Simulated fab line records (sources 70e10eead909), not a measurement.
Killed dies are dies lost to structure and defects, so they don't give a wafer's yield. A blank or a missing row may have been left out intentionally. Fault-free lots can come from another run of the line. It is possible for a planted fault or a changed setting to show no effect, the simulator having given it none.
fab line records | flow nand_harc
[record] lots = 5 | wafers = 15 | last_day = 32
route steps=1302 shown A_STAIRCASE@728
lots untouched by any fault: they come from a run of this same line in which no faults occurred
start_h: start of the lot's first displayed wafer, in hours after the record's first day | wait_h: time in hours since the lot's previous step | " as in the row above | L1.1+2: several wafers, shown together as one row | - either no value or no given start | * or withheld: withheld | < > ~ a bound
route shown NAME@n: names a module that has steps shown in the file, with the first one's number in the route | usual: mean/standard deviation taken from wafers without a fault | same: alike in all rows | chamber/n: place in a boat | sites: each site's reading | _std_site: the values' standard deviation | _edge_site: mean of outer sites minus mean of inner sites | radius_mm: how far each site lies from the wafer's centre | mask NAME#n: copy n | behind: tool/chamber where the wafer was last shaped | hold: reason for holding the lot/hours on hold/outcome of the hold | device: which transistor (n, p or np) failed to switch | end of line: the same wafers' tests at the end of the route | for a step that has no rows: nothing shown but its recipe | killed: dies that structure and defects cost at the first sort, which is not the same as the wafer's yield | map: shows each die of a wafer: x if killed, . if not, _ if none is there
set.NAME: the setting the step ran with; set.NAME@STEP: the setting that earlier step ran with | model.NAME: the simulator's own value behind a step, which no gauge read
lots at some steps of the route; a table a step, a row a wafer
services: the hour from which a tool's chamber was out of use, counted from the record's first day as start_h (under 0 if before that day), plus the number of hours and why
[[steps]]
[step NHARC_A_STAIRCASE_EXPOSE_214]
[recipe] na = 0.5 | dose_mj = 31.26 | mask_id = STAIR_3
[step NHARC_A_STAIRCASE_PEB_215]
[recipe] peb_temp_c = 115 | peb_time_s = 130
[step NHARC_A_STAIRCASE_DEVELOP_216]
[recipe] time_s = 140
[step NHARC_A_STAIRCASE_HARDBAKE_218]
[recipe] temp_c = 120 | time_s = 140
[step NHARC_A_STAIRCASE_DESCUM_219]
[recipe] time_s = 3 | o2_flow_sccm = 200 | ar_flow_sccm = 0 | bias_power_w = 0 | chemistry = O2
[usual] drypump_motor_current_A = 6.0/0.43 | oes_product_au = 0.996/0.009 | rf_vpp_V = 57.7/0.88 | showerhead_plenum_p_Torr = 1.88/0.073 | throttle_valve_pct = 11.311/0.0091
lot.wafer | tool        | chamber | start_h | wait_h | drypump_motor_current_A | oes_product_au | rf_hours_counter_h | rf_vpp_V | showerhead_plenum_p_Torr | throttle_valve_pct
L278.2    | rie_diel-03 | 0       | 400.54  | -      | 5.7                     | 0.992          | 37                 | 57.2     | 1.94                     | 11.316
L278.1    | "           | 2       | "       | "      | 6.6                     | 0.994          | 40                 | 58.2     | 1.78                     | 11.302
L278.3    | "           | 3       | "       | "      | 6.3                     | 0.985          | 41                 | 56.9     | 1.91                     | 11.303
L279.3    | rie_diel-05 | 3       | 419.22  | -      | 5.2                     | 0.998          | 1                  | 57.9     | 1.93                     | 11.304
L279.1    | "           | 1       | "       | "      | 6.2                     | 0.984          | 1                  | 58.7     | 1.99                     | 11.313
L279.6    | "           | 0       | "       | "      | 6.7                     | 1.003          | -                  | 58.2     | 1.78                     | 11.327
L281.2    | rie_diel-03 | 2       | 433.49  | -      | 6.6                     | 0.992          | 52                 | 56.7     | 1.78                     | 11.311
L281.6    | "           | 3       | "       | "      | 6.3                     | 0.982          | -                  | 58.3     | 1.91                     | 11.319
L281.5    | "           | 0       | "       | "      | 5.7                     | 0.984          | -                  | 57.9     | 1.94                     | 11.321
L280.1    | rie_diel-05 | 0       | 434.14  | -      | 6.7                     | 0.994          | 7                  | 58.4     | 1.77                     | 11.308
L280.3    | "           | 1       | "       | "      | 6.2                     | 0.983          | 6                  | 58.6     | 1.99                     | 11.316
L280.6    | "           | 0       | "       | "      | 6.7                     | 1.004          | -                  | 56.6     | 1.77                     | 11.325
L292.3    | rie_diel-03 | 2       | 558.42  | -      | 6.6                     | 0.997          | 29                 | 57.5     | 1.77                     | 11.321
L292.1    | "           | 3       | "       | "      | 6.3                     | 0.996          | 33                 | 57.2     | 1.90                     | 11.307
L292.6    | "           | 2       | "       | "      | 6.6                     | 1.000          | -                  | 58.1     | 1.77                     | 11.311
[step NHARC_A_STAIRCASE_TRIM_220]
[recipe] time_s = 211.2 | o2_flow_sccm = 500 | ar_flow_sccm = 0 | bias_w = 0 | chemistry = O2
[usual] drypump_motor_current_A = 6.0/0.44 | oes_product_au = 0.996/0.0096 | rf_vpp_V = 57.8/0.91 | run_length_s = 232.6/0.46 | showerhead_plenum_p_Torr = 3.47/0.13 | throttle_valve_pct = 17.038/0.0087
lot.wafer | tool        | chamber | start_h | wait_h | drypump_motor_current_A | oes_product_au | rf_hours_counter_h | rf_vpp_V | run_length_s | showerhead_plenum_p_Torr | throttle_valve_pct
L278.1    | rie_diel-03 | 0       | 400.65  | 0.1    | 5.7                     | 0.987          | 37                 | 57.9     | 232.6        | 3.58                     | 17.050
L278.3    | "           | 2       | "       | "      | 6.6                     | 0.984          | 40                 | 57.1     | 232.7        | 3.30                     | 17.040
L278.2    | "           | 3       | "       | "      | 6.3                     | 0.980          | 41                 | 56.3     | 231.9        | 3.53                     | 17.042
L279.1    | rie_diel-05 | 0       | 419.44  | 0.2    | 6.7                     | 1.006          | 1                  | 56.9     | 232.7        | 3.29                     | 17.030
L279.3    | "           | 3       | "       | "      | 5.2                     | 0.998          | 1                  | 58.0     | 233.0        | 3.55                     | 17.027
L279.6    | "           | 0       | "       | "      | 6.7                     | 0.996          | -                  | 58.3     | 232.3        | 3.29                     | 17.043
L281.2    | rie_diel-03 | 0       | 433.58  | 0.1    | 5.7                     | 0.988          | 46                 | 58.1     | 232.5        | 3.57                     | 17.044
L281.6    | "           | 2       | "       | "      | 6.6                     | 0.998          | -                  | 57.3     | 233.0        | 3.30                     | 17.052
L281.5    | "           | 3       | "       | "      | 6.4                     | 0.989          | -                  | 58.7     | 231.6        | 3.52                     | 17.043
L280.3    | rie_diel-05 | 3       | 434.21  | 0.1    | 5.2                     | 0.999          | 7                  | 57.6     | 233.3        | 3.55                     | 17.036
L280.1    | "           | 2       | "       | "      | 5.8                     | 1.011          | 6                  | 57.8     | 232.7        | 3.43                     | 17.030
L280.6    | "           | 0       | "       | "      | 6.7                     | 1.005          | -                  | 57.8     | 232.4        | 3.29                     | 17.032
L292.3    | rie_diel-03 | 2       | 558.51  | 0.1    | 6.6                     | 1.000          | 29                 | 56.6     | 233.0        | 3.28                     | 17.032
L292.1    | "           | 0       | "       | "      | 5.7                     | 0.991          | 31                 | 58.4     | 232.6        | 3.55                     | 17.040
L292.6    | "           | 2       | "       | "      | 6.6                     | 0.998          | -                  | 57.4     | 232.9        | 3.28                     | 17.051
[step NHARC_A_STAIRCASE_ETCH_221]
[recipe] target_depth_a = 1000 | time_s = 40.5 | ion_energy_ev = 400 | c4f8_flow_sccm = 20 | o2_flow_sccm = 10 | ar_flow_sccm = withheld | rf_w = 600 | bias_w = 1000 | chemistry = C4F8/O2
[usual] oes_product_au = 0.935/0.014 | rf_vpp_V = 894/4.6
lot.wafer | tool        | chamber | start_h | wait_h | oes_product_au | rf_hours_counter_h | rf_vpp_V
L278.3    | rie_diel-03 | 2       | -       | -      | 0.924          | 40                 | 887
L278.2    | "           | 3       | "       | "      | 0.912          | 41                 | 895
L278.1    | "           | 0       | "       | "      | 0.909          | 37                 | 898
L279.1    | rie_diel-05 | 2       | -       | -      | 0.934          | 1                  | 893
L279.3    | "           | 3       | "       | "      | 0.934          | 1                  | 895
L279.6    | "           | 1       | "       | "      | 0.914          | -                  | 901
L281.2    | rie_diel-03 | 1       | -       | -      | 0.960          | 34                 | 901
L281.5    | "           | 1       | "       | "      | 0.956          | -                  | 899
L281.6    | "           | 2       | "       | "      | 0.939          | -                  | 888
L280.3    | rie_diel-05 | 3       | -       | -      | 0.931          | 7                  | 895
L280.1    | "           | 1       | "       | "      | 0.930          | 6                  | 901
L280.6    | "           | 2       | "       | "      | 0.945          | -                  | 892
L292.3    | rie_diel-03 | 2       | -       | -      | 0.928          | 29                 | 887
L292.1    | "           | 3       | "       | "      | 0.924          | 33                 | 894
L292.6    | "           | 1       | "       | "      | 0.938          | -                  | 898
[step NHARC_A_STAIRCASE_TRIM_222]
[recipe] time_s = 211.2 | o2_flow_sccm = 500 | ar_flow_sccm = 0 | bias_w = 0 | chemistry = O2
[step NHARC_A_STAIRCASE_ETCH_223]
[recipe] target_depth_a = 1000 | time_s = 40.5 | ion_energy_ev = 400 | c4f8_flow_sccm = 20 | o2_flow_sccm = 10 | ar_flow_sccm = withheld | rf_w = 600 | bias_w = 1000 | chemistry = C4F8/O2
[usual] oes_product_au = 0.938/0.011 | rf_vpp_V = 894/4.7
lot.wafer | tool        | chamber | start_h | wait_h | oes_product_au | rf_hours_counter_h | rf_vpp_V
L278.2    | rie_diel-03 | 3       | -       | -      | 0.939          | 41                 | 897
L278.1    | "           | 0       | "       | "      | 0.940          | 37                 | 898
L278.3    | "           | 2       | "       | "      | 0.937          | 41                 | 887
L279.1    | rie_diel-05 | 1       | -       | -      | 0.938          | 1                  | 902
L279.3    | "           | 3       | "       | "      | 0.934          | 1                  | 898
L279.6    | "           | 0       | "       | "      | 0.939          | -                  | 889
L281.2    | rie_diel-03 | 2       | -       | -      | 0.939          | 52                 | 888
L281.5    | "           | 0       | "       | "      | 0.922          | -                  | 898
L281.6    | "           | 1       | "       | "      | 0.941          | -                  | 901
L280.1    | rie_diel-05 | 3       | -       | -      | 0.948          | 7                  | 897
L280.3    | "           | 2       | "       | "      | 0.950          | 6                  | 894
L280.6    | "           | 3       | "       | "      | 0.946          | -                  | 897
L292.1    | rie_diel-03 | 2       | -       | -      | 0.944          | 29                 | 886
L292.3    | "           | 3       | "       | "      | 0.938          | 33                 | 895
L292.6    | "           | 2       | "       | "      | 0.954          | -                  | 886
[step NHARC_A_STAIRCASE_TRIM_224]
[recipe] time_s = 211.2 | o2_flow_sccm = 500 | ar_flow_sccm = 0 | bias_w = 0 | chemistry = O2
[step NHARC_A_STAIRCASE_ETCH_225]
[recipe] target_depth_a = 1000 | time_s = 40.5 | ion_energy_ev = 400 | c4f8_flow_sccm = 20 | o2_flow_sccm = 10 | ar_flow_sccm = withheld | rf_w = 600 | bias_w = 1000 | chemistry = C4F8/O2
[usual] oes_product_au = 0.937/0.012 | rf_vpp_V = 894/4.6
lot.wafer | tool        | chamber | start_h | wait_h | oes_product_au | rf_hours_counter_h | rf_vpp_V
L278.2    | rie_diel-03 | 0       | -       | -      | 0.923          | 37                 | 897
L278.3    | "           | 2       | "       | "      | 0.933          | 41                 | 887
L278.1    | "           | 3       | "       | "      | 0.935          | 41                 | 896
L279.1    | rie_diel-05 | 2       | -       | -      | 0.937          | 1                  | 892
L279.3    | "           | 1       | "       | "      | 0.921          | 1                  | 900
L279.6    | "           | 2       | "       | "      | 0.939          | -                  | 892
L281.2    | rie_diel-03 | 3       | -       | -      | 0.929          | 52                 | 897
L281.5    | "           | 0       | "       | "      | 0.924          | -                  | 897
L281.6    | "           | 1       | "       | "      | 0.934          | -                  | 900
L280.3    | rie_diel-05 | 0       | -       | -      | 0.941          | 7                  | 886
L280.1    | "           | 1       | "       | "      | 0.907          | 6                  | 901
L280.6    | "           | 3       | "       | "      | 0.937          | -                  | 896
L292.1    | rie_diel-03 | 1       | -       | -      | 0.947          | 24                 | 900
L292.3    | "           | 0       | "       | "      | 0.932          | 31                 | 898
L292.6    | "           | 2       | "       | "      | 0.945          | -                  | 888
[step NHARC_A_STAIRCASE_TRIM_226]
[recipe] time_s = 211.2 | o2_flow_sccm = 500 | ar_flow_sccm = 0 | bias_w = 0 | chemistry = O2
[usual] drypump_motor_current_A = 6.0/0.43 | oes_product_au = 0.995/0.0094 | rf_vpp_V = 57.6/0.84 | run_length_s = 232.6/0.48 | showerhead_plenum_p_Torr = 3.48/0.12 | throttle_valve_pct = 17.037/0.0093
lot.wafer | tool        | chamber | start_h | wait_h | drypump_motor_current_A | oes_product_au | rf_hours_counter_h | rf_vpp_V | run_length_s | showerhead_plenum_p_Torr | throttle_valve_pct
L278.2    | rie_diel-03 | 3       | 401.64  | -      | 6.4                     | 0.996          | 42                 | 58.3     | 232.0        | 3.53                     | 17.052
L278.1    | "           | 0       | "       | "      | 5.7                     | 0.995          | 37                 | 58.4     | 233.2        | 3.58                     | 17.038
L278.3    | "           | 2       | "       | "      | 6.7                     | 0.996          | 41                 | 58.4     | 233.0        | 3.30                     | 17.030
L279.1    | rie_diel-05 | 2       | 420.13  | -      | 5.8                     | 0.998          | 1                  | 57.0     | 232.9        | 3.43                     | 17.034
L279.3    | "           | 0       | "       | "      | 6.7                     | 0.999          | 1                  | 56.2     | 232.3        | 3.29                     | 17.044
L279.6    | "           | 2       | "       | "      | 5.9                     | 0.999          | -                  | 56.5     | 232.4        | 3.44                     | 17.041
L281.2    | rie_diel-03 | 2       | 434.29  | -      | 6.6                     | 0.984          | 52                 | 57.6     | 233.2        | 3.30                     | 17.047
L281.6    | "           | 3       | "       | "      | 6.3                     | 0.987          | -                  | 58.2     | 231.7        | 3.52                     | 17.039
L281.5    | "           | 0       | "       | "      | 5.7                     | 0.976          | -                  | 56.6     | 233.1        | 3.57                     | 17.033
L280.3    | rie_diel-05 | 1       | 435.52  | -      | 6.2                     | 0.983          | 7                  | 57.6     | 232.6        | 3.66                     | 17.051
L280.1    | "           | 3       | "       | "      | 5.2                     | 0.983          | 8                  | 56.9     | 233.4        | 3.55                     | 17.042
L280.6    | "           | 1       | "       | "      | 6.2                     | 0.979          | -                  | 57.7     | 232.4        | 3.66                     | 17.043
L292.3    | rie_diel-03 | 0       | 559.18  | -      | 5.7                     | 0.990          | 31                 | 58.3     | 169.5        | 3.55                     | 17.032
L292.1    | "           | 1       | "       | "      | 5.6                     | 0.992          | 24                 | 60.2     | 169.3        | 3.62                     | 17.042
L292.6    | "           | 1       | "       | "      | 5.6                     | 0.986          | -                  | 57.3     | 232.5        | 3.62                     | 17.026
[step NHARC_A_STAIRCASE_ETCH_227]
[recipe] target_depth_a = 1000 | time_s = 40.5 | ion_energy_ev = 400 | c4f8_flow_sccm = 20 | o2_flow_sccm = 10 | ar_flow_sccm = withheld | rf_w = 600 | bias_w = 1000 | chemistry = C4F8/O2
[[services]]
tool        | chamber | start_h | hours | kind
rie_diel-03 | 1       | 384.70  | 31.3  | repair
rie_diel-03 | 0       | 388.68  | -     | clean
rie_diel-03 | 2       | 388.68  | -     | clean
rie_diel-03 | 3       | 388.68  | -     | clean
rie_diel-05 | -       | 406.98  | 9.0   | pm
rie_diel-03 | 0       | 413.77  | -     | clean
rie_diel-03 | 2       | 413.77  | -     | clean
rie_diel-03 | 3       | 413.77  | -     | clean
rie_diel-03 | 0       | 438.27  | -     | clean
rie_diel-03 | 1       | 438.27  | -     | clean
rie_diel-03 | 2       | 438.27  | -     | clean
rie_diel-03 | 3       | 438.27  | -     | clean
rie_diel-03 | -       | 458.30  | 9.0   | pm
rie_diel-03 | 0       | 458.30  | 9.0   | vent_cycle
rie_diel-03 | 1       | 458.30  | 9.0   | vent_cycle
rie_diel-03 | 2       | 458.30  | 9.0   | vent_cycle
rie_diel-03 | 3       | 458.30  | 9.0   | vent_cycle
rie_diel-03 | 0       | 467.30  | -     | clean
rie_diel-03 | 1       | 467.30  | -     | clean
rie_diel-03 | 2       | 467.30  | -     | clean
rie_diel-03 | 3       | 467.30  | -     | clean
rie_diel-03 | 0       | 485.25  | 7.6   | repair
rie_diel-05 | -       | 508.42  | 0.2   | repair
rie_diel-03 | 1       | 518.37  | 15.8  | repair
[[key]]
[first_sign] step = NHARC_A_STAIRCASE_TRIM_226 | reading = run_length_s | direction = down | sigmas = 99+ | usual = * | struck = *
effect none on later readings
met_at NHARC_A_STAIRCASE_TRIM_226
struck_wafers L292.1,L292.3
later_rows_left_out L292.1,L292.3
sort_left_out L292.1,L292.3
tester_left_out L292
onset_between 434.29 559.18
[fault] kind = process_parameter_drift | tool = rie_diel-03 | chamber = - | onset_h = 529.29 | steps = NHARC_A_STAIRCASE_TRIM_226 | channel = time_s | offset = * | shape = step | end_h = 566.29 | scope = struck_wafers_only | acts_in = * | stated = *
// tester_left_out: of these lots the tester's yield and bins aren't shown, on N5 and GAA mostly nor the transistor test; their killed dies are dies lost to structure and defects alone, not to doping, threshold or leakage, so they don't give the yield
// sort_left_out: the simulated sort isn't trusted on such a fault, so these wafers' sort isn't shown, and their yield isn't known
// later_rows_left_out: the simulator's readings of these wafers behind a module that went badly wrong aren't trusted and aren't shown, but for the sort
